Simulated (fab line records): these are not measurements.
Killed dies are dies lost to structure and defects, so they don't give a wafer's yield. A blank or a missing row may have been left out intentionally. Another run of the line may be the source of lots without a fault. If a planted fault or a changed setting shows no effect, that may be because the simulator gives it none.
fab line records	flow nandHarc
[record] lots = 12	wafers = 36	lastDay = 25
route steps=1159 shown P_M1@315 P_M2@336 END@1159
lots untouched by any fault: they come from a run of this same line in which no faults occurred
startH: hours from the record's opening day to when the first of the lot's shown wafers began	waitH: hours from the lot's prior step to this one	" the same as in the row above	L1.1+2: a row that stands for several wafers	- either no value or no given start	* or withheld: withheld	< > ~ a bound
route shown NAME@n: a module of which the file shows steps, and the number in the route of the first	usual: mean/standard deviation taken from wafers without a fault	same: alike in all rows	chamber/n: place in a boat	sites: the reading at each site	_std_site: the standard deviation of these	_edge_site: mean of outer sites minus mean of inner sites	radiusMm: how far each site lies from the wafer's centre	mask NAME#n: copy n	behind: the tool/chamber that last shaped the wafer	hold: why the lot was held/for how many hours/how that ended	device: which transistor (n, p or np) failed to switch	end of line: the same wafers' tests at the end of the route	a step given without rows: its recipe and nothing more	killed: not the wafer's yield, but the dies lost to structure and defects at the first sort	map: a wafer's dies, marking killed ones x, the rest . and places with no die _
set.NAME: the setting that was run; set.NAME@STEP: the one run at that earlier step	model.NAME: the simulator's own value behind a step, which no gauge read
route steps across a sampled set of lots; one table per step, one row per wafer
services: a tool's chamber out of use, with start hour (startH, from the record's first day; less than 0 if before it), hours out, and reason
[[steps]]
[step NHARC_P_M1_INSPECT_27]
[usual] rawDefectCount = 303/120
lot.wafer	tool	chamber	startH	waitH	rawDefectCount
L835.1	defectInspect-01	-	125.19	0.0	506
L835.2	"	-	"	"	576
L835.6	"	-	"	"	376
L839.2	defectInspect-02	-	152.04	0.0	369
L839.3	"	-	"	"	364
L839.4	"	-	"	"	239
L840.1	defectInspect-02	-	156.59	0.0	269
L840.3	"	-	"	"	262
L840.4	"	-	"	"	641
L841.3	defectInspect-01	-	157.54	0.0	211
L841.5	"	-	"	"	167
L841.6	"	-	"	"	307
L842.2	defectInspect-01	-	166.22	0.0	473
L842.4	"	-	"	"	288
L842.5	"	-	"	"	312
L843.1	defectInspect-02	-	171.01	0.0	283
L843.2	"	-	"	"	256
L843.3	"	-	"	"	199
L844.1	defectInspect-01	-	176.74	0.0	435
L844.4	"	-	"	"	258
L844.6	"	-	"	"	242
L849.4	defectInspect-01	-	203.65	0.0	168
L849.5	"	-	"	"	303
L849.6	"	-	"	"	239
L846.1	defectInspect-01	-	204.89	0.0	224
L846.2	"	-	"	"	253
L846.4	"	-	"	"	292
L848.1	defectInspect-02	-	219.86	0.0	165
L848.2	"	-	"	"	211
L848.4	"	-	"	"	152
L852.2	defectInspect-01	-	223.19	0.0	345
L852.3	"	-	"	"	218
L852.6	"	-	"	"	418
L858.1	defectInspect-02	-	269.31	0.1	163
L858.2	"	-	"	"	180
L858.4	"	-	"	"	541
[step NHARC_P_M2_ETCH_28]
[recipe] targetDepthA = 300	overEtchFrac = 0.3	timeS = 72.99	ionEnergyEv = 150	cf4FlowSccm = 50	n2FlowSccm = 100	arFlowSccm = 150	rfW = 300	biasW = 100	chemistry = CF4/N2
[usual] drypumpMotorCurrentA = 5.64/0.27	mfcArSccm = 150.0/0.45	oesProductAu = 1.000/0.0093	rfVppV = 313.6/1.6	showerheadPlenumPTorr = 2.59/0.074	throttleValvePct = 19.793/0.0091
lot.wafer	tool	chamber	startH	waitH	drypumpMotorCurrentA	mfcArSccm	oesProductAu	rfHoursCounterH	rfVppV	showerheadPlenumPTorr	throttleValvePct
L835.1	rieDiel-13	2	127.30	-	5.67	149.7	0.998	1	313.6	2.59	19.791
L835.2	"	3	"	"	5.76	149.9	1.003	1	316.4	2.68	19.783
L835.6	"	0	"	"	5.63	150.6	1.002	-	314.9	2.64	19.790
L839.4	rieDiel-13	3	154.69	-	5.79	150.2	1.010	2	316.6	2.68	19.785
L839.2	"	0	"	"	5.60	149.8	1.013	2	313.9	2.64	19.807
L839.3	"	1	"	"	5.14	150.2	1.004	2	311.8	2.52	19.795
L840.3	rieDiel-13	0	159.08	-	5.64	149.6	1.019	2	313.3	2.64	19.786
L840.1	"	1	"	"	5.15	150.5	1.002	2	313.1	2.52	19.791
L840.4	"	2	"	"	5.65	150.1	1.010	2	312.9	2.59	19.789
L841.3	rieDiel-13	3	159.74	-	5.79	150.7	1.014	2	314.1	2.68	19.793
L841.5	"	2	"	"	5.67	149.4	1.005	-	315.0	2.59	19.799
L841.6	"	3	"	"	5.80	151.3	1.004	-	313.9	2.68	19.792
L842.2	rieDiel-13	1	168.36	-	5.15	149.3	1.002	2	311.8	2.52	19.796
L842.4	"	0	"	"	5.62	149.9	1.020	2	314.2	2.64	19.779
L842.5	"	2	"	"	5.67	151.3	1.007	-	312.7	2.59	19.799
L843.1	rieDiel-13	3	173.21	-	5.77	149.8	1.004	2	316.1	2.67	19.798
L843.3	"	0	"	"	5.61	149.4	1.002	2	315.2	2.64	19.788
L843.2	"	1	"	"	5.16	149.4	0.998	2	312.1	2.51	19.799
L844.1	rieDiel-09	3	179.08	-	6.11	150.2	0.997	16	314.8	2.68	19.783
L844.4	"	0	"	"	5.76	149.2	1.000	17	313.0	2.51	19.795
L844.6	"	3	"	"	6.09	150.6	1.003	-	315.6	2.68	19.788
L849.4	rieDiel-09	3	206.02	-	6.10	149.9	0.995	21	316.4	2.68	19.801
L849.6	"	3	"	"	6.10	149.8	0.995	-	314.8	2.67	19.800
L849.5	"	0	"	"	5.79	149.8	0.990	-	311.4	2.51	19.795
L846.1	rieDiel-13	3	207.38	-	5.77	149.2	1.005	3	314.0	2.67	19.797
L846.4	"	0	"	"	5.63	150.1	1.012	3	314.3	2.64	19.789
L846.2	"	1	"	"	5.14	150.4	0.994	3	313.8	2.52	19.814
L848.4	rieDiel-13	0	222.07	-	5.61	150.2	0.876	4	315.1	2.64	19.790
L848.2	"	1	"	"	5.17	150.3	0.980	4	313.2	2.51	19.783
L848.1	"	3	"	"	5.80	149.8	1.005	4	315.3	2.67	19.799
L852.3	rieDiel-13	0	225.64	-	5.64	149.9	0.867	4	314.7	2.64	19.797
L852.2	"	1	"	"	5.13	149.8	0.986	4	312.9	2.51	19.797
L852.6	"	0	"	"	5.65	149.6	0.869	-	314.2	2.64	19.797
L858.1	rieDiel-09	0	271.52	-	5.77	149.9	0.994	1	311.6	2.50	19.784
L858.2	"	1	"	"	5.47	149.9	1.003	1	310.9	2.49	19.806
L858.4	"	2	"	"	6.01	149.8	0.982	1	309.2	2.44	19.790
[step NHARC_P_M2_PVD_20]
[recipe] targetThkA = 50	biasV = 168.6	powerW = 15000	chamberPressurePa = 0.12	timeS = 8.06	substrateTempC = 50	material = TaN
[usual] throttleValvePct = 29.9/0.78
lot.wafer	tool	chamber	startH	waitH	throttleValvePct
L835.1	pvdSputter-02	-	-	-	29.4
L835.2	"	-	"	"	29.5
L835.6	"	-	"	"	29.4
L839.3	pvdSputter-02	-	-	-	29.3
L839.4	"	-	"	"	29.2
L839.2	"	-	"	"	30.1
L840.3	pvdSputter-02	-	-	-	29.3
L840.4	"	-	"	"	29.2
L840.1	"	-	"	"	29.1
L841.3	pvdSputter-02	-	-	-	29.9
L841.6	"	-	"	"	29.4
L841.5	"	-	"	"	29.7
L842.2	pvdSputter-01	-	-	-	28.8
L842.4	"	-	"	"	30.8
L842.5	"	-	"	"	30.1
L843.2	pvdSputter-02	-	-	-	29.1
L843.3	"	-	"	"	30.0
L843.1	"	-	"	"	29.5
L844.4	pvdSputter-01	-	-	-	28.7
L844.1	"	-	"	"	30.9
L844.6	"	-	"	"	30.8
L849.4	pvdSputter-02	-	-	-	28.9
L849.6	"	-	"	"	30.2
L849.5	"	-	"	"	29.4
L846.2	pvdSputter-03	-	-	-	29.4
L846.1	"	-	"	"	29.0
L846.4	"	-	"	"	31.5
L848.2	pvdSputter-03	-	-	-	31.4
L848.1	"	-	"	"	29.7
L848.4	"	-	"	"	29.6
L852.2	pvdSputter-02	-	-	-	29.3
L852.3	"	-	"	"	30.7
L852.6	"	-	"	"	29.3
L858.2	pvdSputter-01	-	-	-	29.8
L858.1	"	-	"	"	31.3
L858.4	"	-	"	"	29.0
[step NHARC_P_M2_CMP_23]
[recipe] tOverpolishS = 20	targetThkNm = 144.3
[usual] motorCurrentA = 11.9/0.9	timeToEndpointS = 29.2/2.7
lot.wafer	tool	chamber	startH	waitH	motorCurrentA	timeToEndpointS
L835.2	cmp-03	0	128.82	-	12.5	29.7
L835.1	"	1	"	"	12.7	28.9
L835.6	"	2	"	"	11.2	29.6
L839.4	cmp-04	1	156.23	-	11.2	28.3
L839.2	"	2	"	"	11.5	25.8
L839.3	"	3	"	"	12.2	25.4
L840.1	cmp-02	1	160.56	-	13.7	32.1
L840.4	"	3	"	"	12.7	31.4
L840.3	"	0	"	"	10.0	27.5
L841.3	cmp-04	2	161.22	-	11.5	27.5
L841.6	"	2	"	"	11.3	24.4
L841.5	"	3	"	"	12.4	27.3
L842.2	cmp-04	2	169.89	-	12.3	25.7
L842.4	"	3	"	"	11.5	25.4
L842.5	"	1	"	"	11.8	25.5
L843.3	cmp-02	2	174.73	-	11.7	31.7
L843.2	"	0	"	"	10.7	29.7
L843.1	"	1	"	"	12.8	33.1
L844.4	cmp-03	0	180.62	-	12.4	26.7
L844.1	"	1	"	"	12.9	25.3
L844.6	"	2	"	"	12.1	25.2
L849.4	cmp-04	2	207.59	-	12.7	24.6
L849.5	"	3	"	"	12.8	28.1
L849.6	"	0	"	"	11.7	22.0
L846.4	cmp-03	1	208.88	-	13.4	29.6
L846.2	"	2	"	"	11.8	31.1
L846.1	"	3	"	"	12.2	30.3
L848.1	cmp-02	3	223.59	-	13.2	31.1
L848.2	"	0	"	"	10.2	25.2
L848.4	"	2	"	"	11.3	31.2
L852.2	cmp-04	3	227.18	-	12.1	28.8
L852.3	"	0	"	"	11.3	28.2
L852.6	"	1	"	"	11.5	29.8
L858.4	cmp-02	3	273.19	-	12.9	33.1
L858.1	"	1	"	"	13.7	30.7
L858.2	"	2	"	"	11.5	31.1
[step NHARC_END_SORT_01]
[recipe] tempC = 25
[usual] defectLimitedYield = 95.3/1.7	killedAtArray = 28/11	killedAtOther = 0.5/0.85	killedAtPeriphery = 2.7/1.9	killedDies = 32/12	killedOpen = 3.3/1.6	killedShort = 2.1/1.5	sort_bin_2_pct = 1.5/0.71	sort_bin_3_pct = 0.25/0.23	sort_bin_4_pct = 3.0/1.1	sortNPass = 645/12	sortRimYieldPct = 95/3.1	sortYieldPct = 95.3/1.7
[same] grossDies = 677	sort_bin_5_pct[%] = 0	sort_bin_6_pct[%] = 0	sort_bin_7_pct[%] = 0	sort_bin_8_pct[%] = 0	sortRimNGross = 106.00
lot.wafer	tool	chamber	startH	waitH	defectLimitedYield[%]	killedAtArray	killedAtOther	killedAtPeriphery	killedDies	killedOpen	killedShort	sort_bin_2_pct[%]	sort_bin_3_pct[%]	sort_bin_4_pct[%]	sortNPass	sortRimYieldPct[%]	sortYieldPct[%]
L835.1	prober-02	0	457.19	2.6	96.6	21	0	2	23	3	1	1.0	0	2.4	654	97	96.6
L835.2	prober-02	0	457.99	2.8	98.1	11	0	2	13	3	3	0.9	0	1.0	664	98	98.1
L835.6	prober-02	0	461.21	4.0	97.0	19	0	1	20	2	1	0.6	0.15	2.2	657	94	97.0
L840.1	prober-01	0	472.69	2.5	98.8	8	0	0	8	2	2	0.1	0	1.0	669	99	98.8
L840.3	prober-01	0	474.31	3.1	98.7	6	0	3	9	3	0	0.3	0	1.0	668	100	98.7
L840.4	prober-01	0	475.12	3.4	97.9	12	0	2	14	2	1	0.9	0	1.2	663	98	97.9
L841.3	prober-02	0	474.53	3.1	96.5	24	0	0	24	1	0	1.2	0.15	2.2	653	94	96.5
L841.5	prober-02	0	476.12	3.7	95.7	25	0	4	29	4	2	1.5	0.44	2.4	648	95	95.7
L841.6	prober-02	0	476.91	4.0	95.3	30	0	2	32	4	2	2.4	0	2.4	645	96	95.3
L842.2	prober-02	0	483.17	2.8	96.6	21	1	1	23	6	0	1.5	0	1.9	654	94	96.6
L842.4	prober-02	0	484.76	3.4	95.9	27	1	0	28	3	3	1.3	0.15	2.7	649	93	95.9
L842.5	prober-02	0	485.56	3.7	95.3	28	0	4	32	2	1	1.3	0.30	3.1	645	92	95.3
L839.2	prober-01	0	489.13	2.8	96.0	22	0	5	27	4	3	1.8	0.30	1.9	650	97	96.0
L839.3	prober-01	0	489.93	3.1	95.9	24	0	4	28	1	1	1.5	0.15	2.5	649	100	95.9
L839.4	prober-01	0	490.73	3.4	97.0	15	0	5	20	2	1	0.6	0.30	2.1	657	93	97.0
L844.1	prober-02	0	493.25	2.5	95.0	28	1	5	34	4	4	1.3	0.30	3.4	643	94	95.0
L844.4	prober-02	0	495.66	3.4	97.3	16	0	2	18	3	2	0.7	0.15	1.8	659	95	97.3
L844.6	prober-02	0	497.27	4.0	95.9	24	0	4	28	2	3	0.9	0.44	2.8	649	98	95.9
L843.1	prober-01	0	498.43	2.5	94.5	35	1	1	37	0	3	1.5	0.44	3.5	640	93	94.5
L843.2	prober-01	0	499.24	2.8	94.4	35	0	3	38	4	2	0.9	0.59	4.1	639	90	94.4
L843.3	prober-01	0	500.04	3.1	95.9	26	2	0	28	2	0	1.2	0.15	2.8	649	95	95.9
L849.4	prober-02	0	515.32	3.4	92.9	44	0	4	48	5	1	2.8	0.15	4.1	629	87	92.9
L849.5	prober-02	0	516.11	3.7	92.8	45	1	3	49	5	4	2.5	0.15	4.6	628	92	92.8
L849.6	prober-02	0	516.90	3.9	92.6	48	0	2	50	2	3	1.8	0.89	4.7	627	88	92.6
L846.1	prober-02	0	520.66	2.5	93.6	37	1	5	43	4	1	1.3	0.15	4.9	634	93	93.6
L846.2	prober-02	0	521.47	2.8	96.6	20	2	1	23	1	1	1.0	0.15	2.2	654	93	96.6
L846.4	prober-02	0	523.09	3.4	94.5	28	4	5	37	2	3	1.5	0.15	3.8	640	95	94.5
L848.1	prober-01	0	548.41	2.5	91.9	51	0	4	55	6	2	2.5	0.30	5.3	622	96	91.9
L848.2	prober-01	0	549.21	2.8	93.5	42	0	2	44	4	1	2.4	0.30	3.8	633	92	93.5
L848.4	prober-01	0	550.81	3.4	94.8	32	1	2	35	2	4	2.2	0.30	2.7	642	92	94.8
L852.2	prober-02	0	556.91	2.8	94.8	31	1	3	35	2	0	1.5	0.15	3.5	642	95	94.8
L852.3	prober-02	0	557.71	3.1	95.3	31	0	1	32	4	3	1.6	0.15	3.0	645	99	95.3
L852.6	prober-02	0	560.11	4.0	94.1	37	0	3	40	4	2	1.5	0.59	3.8	637	99	94.1
L858.1	prober-01	0	587.26	2.5	95.0	29	0	5	34	4	1	1.9	0	3.1	643	99	95.0
L858.2	prober-01	0	588.06	2.8	95.9	27	0	1	28	4	2	1.5	0.15	2.5	649	96	95.9
L858.4	prober-01	0	589.67	3.4	94.5	31	0	6	37	5	2	1.3	0.44	3.7	640	96	94.5
// killed by level:class
L835.1 A_CHANNEL_HOLE_D1:chamberFilmFlake=5 A_WL_FILL:chamberFilmFlake=3 A_CONTACT:chamberFilmFlake=3 A_M1:chamberFilmFlake=3 A_SLIT:chamberFilmFlake=2 P_M0:geometricParticle:open=1 A_CONTACT:geometricParticle:open=1 A_BLC:geometricParticle:open=1
L835.2 A_CONTACT:chamberFilmFlake=4 A_CHANNEL_FILL_D1:geometricParticle:open=2 P_GATE:geometricParticle:short=1 P_M0:geometricParticle:open=1 A_SGD_CUT:geometricParticle:short=1 A_M1:geometricParticle:short=1 A_ZERO_WELL:chamberFilmFlake=1 A_WL_FILL:chamberFilmFlake=1
L835.6 A_WL_FILL:chamberFilmFlake=4 A_SLIT:chamberFilmFlake=3 A_CONTACT:chamberFilmFlake=3 A_CHANNEL_HOLE_D1:chamberFilmFlake=2 A_M1:chamberFilmFlake=2 A_CHANNEL_HOLE_D1:geometricParticle:open=1 A_CONTACT:geometricParticle:open=1 A_M0:geometricParticle:short=1
L840.1 A_STAIRCASE:chamberFilmFlake=2 A_CHANNEL_FILL_D1:geometricParticle:short=1 A_WL_FILL:geometricParticle:short=1 A_CONTACT:geometricParticle:open=1 A_BLC:geometricParticle:open=1 A_CHANNEL_HOLE_D1:chamberFilmFlake=1 A_CONTACT:chamberFilmFlake=1
L840.3 A_ZERO_WELL:chamberFilmFlake=2 A_CHANNEL_HOLE_D1:chamberFilmFlake=2 P_CONTACT:geometricParticle:open=1 P_M0:geometricParticle:open=1 A_CONTACT:geometricParticle:open=1 P_STI:chamberFilmFlake=1 A_M1:chamberFilmFlake=1
L841.3 A_CHANNEL_HOLE_D1:chamberFilmFlake=11 A_SLIT:chamberFilmFlake=8 A_STAIRCASE:chamberFilmFlake=2 A_CONTACT:chamberFilmFlake=2 A_WL_FILL:geometricParticle:open=1
L840.4 A_CHANNEL_HOLE_D1:chamberFilmFlake=4 A_STAIRCASE:chamberFilmFlake=2 A_CONTACT:chamberFilmFlake=2 A_SOURCE_PLATE:geometricParticle:short=1 A_ONON_D1:geometricParticle:open=1 A_STAIRCASE:geometricParticle:open=1 P_ZERO_WELL:chamberFilmFlake=1 P_STI:chamberFilmFlake=1
L841.5 A_CHANNEL_HOLE_D1:chamberFilmFlake=6 A_SLIT:chamberFilmFlake=6 A_CONTACT:chamberFilmFlake=4 A_STAIRCASE:chamberFilmFlake=2 A_WL_FILL:chamberFilmFlake=2 P_M0:geometricParticle:open=1 A_CHANNEL_FILL_D1:geometricParticle:short=1 A_CHANNEL_FILL_D1:geometricParticle:open=1
L841.6 A_CHANNEL_HOLE_D1:chamberFilmFlake=15 A_SLIT:chamberFilmFlake=6 A_CONTACT:geometricParticle:open=3 A_CONTACT:chamberFilmFlake=3 P_CONTACT:geometricParticle:open=1 A_ONON_D1:geometricParticle:short=1 A_CHANNEL_FILL_D1:geometricParticle:short=1 P_STI:chamberFilmFlake=1
L842.2 A_CHANNEL_HOLE_D1:chamberFilmFlake=10 A_STAIRCASE:chamberFilmFlake=4 P_GATE:geometricParticle:open=1 A_SOURCE_PLATE:geometricParticle:open=1 A_CHANNEL_FILL_D1:geometricParticle:open=1 A_SGD_CUT:geometricParticle:open=1 A_CONTACT:geometricParticle:open=1 A_M0:geometricParticle:open=1
L842.4 A_CHANNEL_HOLE_D1:chamberFilmFlake=18 A_CHANNEL_FILL_D1:geometricParticle:short=2 A_STAIRCASE:chamberFilmFlake=2 A_SOURCE_PLATE:geometricParticle:short=1 A_CHANNEL_FILL_D1:geometricParticle:open=1 A_BLC:geometricParticle:open=1 A_M0:geometricParticle:open=1 A_CONTACT:chamberFilmFlake=1
L842.5 A_CHANNEL_HOLE_D1:chamberFilmFlake=20 A_STAIRCASE:chamberFilmFlake=3 A_CONTACT:chamberFilmFlake=3 P_CONTACT:geometricParticle:open=2 P_STI:chamberFilmFlake=2 A_SOURCE_PLATE:geometricParticle:short=1 A_ZERO_WELL:chamberFilmFlake=1
L839.2 A_SLIT:chamberFilmFlake=11 A_WL_FILL:chamberFilmFlake=3 P_ZERO_WELL:chamberFilmFlake=2 P_GATE:geometricParticle:open=1 A_ONON_D1:geometricParticle:open=1 A_ONON_D1:geometricParticle:short=1 A_CHANNEL_FILL_D1:geometricParticle:open=1 A_WL_FILL:geometricParticle:short=1
L839.3 A_SLIT:chamberFilmFlake=13 A_CHANNEL_HOLE_D1:chamberFilmFlake=5 A_STAIRCASE:chamberFilmFlake=4 P_BONDPAD:chamberFilmFlake=3 P_M0:geometricParticle:open=1 A_SOURCE_PLATE:geometricParticle:short=1 A_WL_FILL:chamberFilmFlake=1
L839.4 A_SLIT:chamberFilmFlake=8 P_BONDPAD:chamberFilmFlake=3 A_CHANNEL_FILL_D1:geometricParticle:open=2 A_STAIRCASE:chamberFilmFlake=2 A_CHANNEL_HOLE_D1:geometricParticle:short=1 P_ZERO_WELL:chamberFilmFlake=1 P_GATE:chamberFilmFlake=1 A_CHANNEL_HOLE_D1:chamberFilmFlake=1
L844.1 A_CONTACT:chamberFilmFlake=10 A_CHANNEL_HOLE_D1:chamberFilmFlake=5 A_BONDPAD:chamberFilmFlake=4 A_CHANNEL_FILL_D1:chamberFilmFlake=2 P_STI:geometricParticle:open=1 P_M0:geometricParticle:short=1 A_SOURCE_PLATE:geometricParticle:open=1 A_SOURCE_PLATE:geometricParticle:short=1
L844.4 A_CONTACT:chamberFilmFlake=3 A_SGD_CUT:geometricParticle:short=2 P_GATE:chamberFilmFlake=2 A_STAIRCASE:chamberFilmFlake=2 A_WL_FILL:chamberFilmFlake=2 A_BONDPAD:chamberFilmFlake=2 A_CHANNEL_FILL_D1:geometricParticle:open=1 A_WL_FILL:geometricParticle:open=1
L844.6 A_CONTACT:chamberFilmFlake=8 A_STAIRCASE:chamberFilmFlake=4 A_BONDPAD:chamberFilmFlake=3 P_GATE:chamberFilmFlake=2 A_CHANNEL_HOLE_D1:chamberFilmFlake=2 A_WL_FILL:chamberFilmFlake=2 P_GATE:geometricParticle:short=1 A_ONON_D1:geometricParticle:short=1
L843.1 A_CHANNEL_HOLE_D1:chamberFilmFlake=12 A_SLIT:chamberFilmFlake=11 A_STAIRCASE:chamberFilmFlake=3 A_WL_FILL:geometricParticle:short=2 A_ZERO_WELL:chamberFilmFlake=2 A_CONTACT:chamberFilmFlake=2 A_BONDPAD:chamberFilmFlake=2 A_M0:geometricParticle:short=1
L843.2 A_CHANNEL_HOLE_D1:chamberFilmFlake=15 A_SLIT:chamberFilmFlake=12 A_STAIRCASE:chamberFilmFlake=2 P_GATE:geometricParticle:open=1 P_M0:geometricParticle:open=1 P_M1:geometricParticle:short=1 A_ONON_D1:geometricParticle:open=1 A_CONTACT:geometricParticle:short=1
L843.3 A_SLIT:chamberFilmFlake=13 A_CHANNEL_HOLE_D1:chamberFilmFlake=7 A_STAIRCASE:chamberFilmFlake=2 THIN_TSV:chamberFilmFlake=2 A_WL_FILL:geometricParticle:open=1 A_CONTACT:geometricParticle:open=1 A_CHANNEL_FILL_D1:chamberFilmFlake=1 A_BONDPAD:chamberFilmFlake=1
L849.4 A_CHANNEL_HOLE_D1:chamberFilmFlake=14 A_STAIRCASE:chamberFilmFlake=12 A_SLIT:chamberFilmFlake=11 P_M0:geometricParticle:open=2 A_ZERO_WELL:chamberFilmFlake=2 P_CONTACT:geometricParticle:short=1 A_SOURCE_PLATE:geometricParticle:open=1 A_ONON_D1:geometricParticle:open=1
L849.5 A_CHANNEL_HOLE_D1:chamberFilmFlake=15 A_SLIT:chamberFilmFlake=13 A_STAIRCASE:chamberFilmFlake=6 A_CONTACT:geometricParticle:open=2 P_CONTACT:geometricParticle:open=1 P_M0:geometricParticle:open=1 A_ONON_D1:geometricParticle:short=1 A_CHANNEL_HOLE_D1:geometricParticle:short=1
L849.6 A_SLIT:chamberFilmFlake=13 A_CHANNEL_HOLE_D1:chamberFilmFlake=12 A_STAIRCASE:chamberFilmFlake=7 A_CONTACT:chamberFilmFlake=6 A_CHANNEL_FILL_D1:chamberFilmFlake=3 A_SOURCE_PLATE:geometricParticle:short=1 A_ONON_D1:geometricParticle:open=1 A_WL_FILL:geometricParticle:short=1
L846.1 A_SLIT:chamberFilmFlake=15 A_CHANNEL_HOLE_D1:chamberFilmFlake=5 A_STAIRCASE:chamberFilmFlake=4 A_WL_FILL:chamberFilmFlake=4 P_ZERO_WELL:chamberFilmFlake=2 P_GATE:chamberFilmFlake=2 A_CONTACT:chamberFilmFlake=2 P_GATE:geometricParticle:open=1
L846.2 A_SLIT:chamberFilmFlake=5 A_CHANNEL_HOLE_D1:chamberFilmFlake=4 A_ZERO_WELL:chamberFilmFlake=3 A_WL_FILL:chamberFilmFlake=3 THIN_TSV:chamberFilmFlake=2 A_CHANNEL_FILL_D1:geometricParticle:open=1 A_CHANNEL_FILL_D1:geometricParticle:short=1 P_M1:chamberFilmFlake=1
L846.4 A_SLIT:chamberFilmFlake=19 A_CHANNEL_HOLE_D1:chamberFilmFlake=4 THIN_TSV:chamberFilmFlake=4 P_ZERO_WELL:chamberFilmFlake=2 A_WL_FILL:chamberFilmFlake=2 P_GATE:geometricParticle:short=1 P_CONTACT:geometricParticle:short=1 A_ONON_D1:geometricParticle:open=1
L848.1 A_SLIT:chamberFilmFlake=24 A_CHANNEL_HOLE_D1:chamberFilmFlake=16 A_WL_FILL:geometricParticle:open=3 A_STAIRCASE:chamberFilmFlake=3 P_CONTACT:geometricParticle:short=1 P_M0:geometricParticle:open=1 A_ONON_D1:geometricParticle:short=1 A_CONTACT:geometricParticle:open=1
L848.2 A_SLIT:chamberFilmFlake=20 A_CHANNEL_HOLE_D1:chamberFilmFlake=10 A_STAIRCASE:chamberFilmFlake=4 A_CONTACT:geometricParticle:open=2 A_CHANNEL_FILL_D1:chamberFilmFlake=2 A_CONTACT:chamberFilmFlake=2 P_M0:geometricParticle:open=1 A_WL_FILL:geometricParticle:open=1
L848.4 A_SLIT:chamberFilmFlake=14 A_CHANNEL_HOLE_D1:chamberFilmFlake=8 A_STAIRCASE:chamberFilmFlake=4 P_STI:geometricParticle:short=1 A_WL_FILL:geometricParticle:open=1 A_CONTACT:geometricParticle:open=1 A_CONTACT:geometricParticle:short=1 A_M0:geometricParticle:short=1
L852.2 A_SLIT:chamberFilmFlake=12 A_CHANNEL_HOLE_D1:chamberFilmFlake=10 A_CONTACT:chamberFilmFlake=8 P_CONTACT:geometricParticle:open=1 P_M0:geometricParticle:open=1 P_GATE:chamberFilmFlake=1 A_STAIRCASE:chamberFilmFlake=1 THIN_TSV:chamberFilmFlake=1
L852.3 A_SLIT:chamberFilmFlake=15 A_CONTACT:chamberFilmFlake=6 A_CONTACT:geometricParticle:open=2 A_CHANNEL_HOLE_D1:chamberFilmFlake=2 A_ONON_D1:geometricParticle:short=1 A_CHANNEL_HOLE_D1:geometricParticle:short=1 A_CHANNEL_FILL_D1:geometricParticle:short=1 A_CHANNEL_FILL_D1:geometricParticle:open=1
L852.6 A_SLIT:chamberFilmFlake=22 A_CONTACT:chamberFilmFlake=4 A_CHANNEL_HOLE_D1:chamberFilmFlake=3 A_STAIRCASE:chamberFilmFlake=3 P_M0:geometricParticle:open=1 P_BONDPAD:geometricParticle:open=1 A_CHANNEL_HOLE_D1:geometricParticle:short=1 A_CHANNEL_FILL_D1:geometricParticle:open=1
L858.1 A_SLIT:chamberFilmFlake=19 A_CONTACT:chamberFilmFlake=3 P_CONTACT:chamberFilmFlake=2 P_CONTACT:geometricParticle:short=1 P_CONTACT:geometricParticle:open=1 A_CHANNEL_FILL_D1:geometricParticle:open=1 A_SGD_CUT:geometricParticle:open=1 A_CONTACT:geometricParticle:open=1
L858.2 A_SLIT:chamberFilmFlake=17 A_CHANNEL_FILL_D1:chamberFilmFlake=3 A_CHANNEL_FILL_D1:geometricParticle:open=2 A_SGD_CUT:geometricParticle:short=1 A_CONTACT:geometricParticle:short=1 A_BLC:geometricParticle:open=1 A_M0:geometricParticle:open=1 P_CONTACT:chamberFilmFlake=1
L858.4 A_SLIT:chamberFilmFlake=14 A_STAIRCASE:chamberFilmFlake=5 P_CONTACT:chamberFilmFlake=4 A_CHANNEL_HOLE_D1:chamberFilmFlake=2 A_M1:chamberFilmFlake=2 P_CONTACT:geometricParticle:open=1 P_M0:geometricParticle:open=1 A_CHANNEL_HOLE_D1:geometricParticle:short=1
[[services]]
tool	chamber	startH	hours	kind
cmp-04	-	105.07	4.0	pm
rieDiel-13	0	108.00	-	clean
rieDiel-13	1	108.00	-	clean
rieDiel-13	2	108.00	-	clean
cmp-03	-	129.69	4.1	repair
cmp-02	-	130.11	4.0	pm
cmp-03	-	156.07	4.0	pm
cmp-02	-	157.97	1.9	repair
pvdSputter-01	-	158.00	10.0	pm
cmp-03	-	163.83	1.5	repair
cmp-03	-	197.25	0.2	repair
cmp-04	-	202.10	0.7	repair
cmp-04	-	203.07	4.0	pm
pvdSputter-02	-	204.09	1.2	repair
rieDiel-09	-	207.42	1.3	repair
pvdSputter-02	-	211.80	0.9	repair
pvdSputter-02	-	214.02	10.0	pm
cmp-02	-	225.52	0.5	repair
cmp-02	-	228.11	4.0	pm
cmp-04	-	243.15	0.5	repair
cmp-03	-	245.07	38.1	repair
rieDiel-09	0	247.57	4.4	repair
rieDiel-09	-	254.40	9.0	pm
pvdSputter-01	-	272.68	1.7	repair
[[key]]
[firstSign] step = NHARC_P_M2_ETCH_28	reading = oesProductAu	direction = down	sigmas = 14	usual = 1.000	struck = 0.870
effect none on later readings
metAt NHARC_P_M2_ETCH_28
struckLots L848,L852
struckWafers L848.4,L852.3,L852.6
notActingAt NHARC_P_M1_INSPECT_27,NHARC_P_M2_PVD_20,NHARC_P_M2_CMP_23
onsetBetween 207.38 222.07
[fault] kind = processParameterDrift	tool = rieDiel-13	chamber = 0	onsetH = 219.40	steps = NHARC_P_M2_ETCH_28	channel = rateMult	offset = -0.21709	shape = step	endH = 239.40
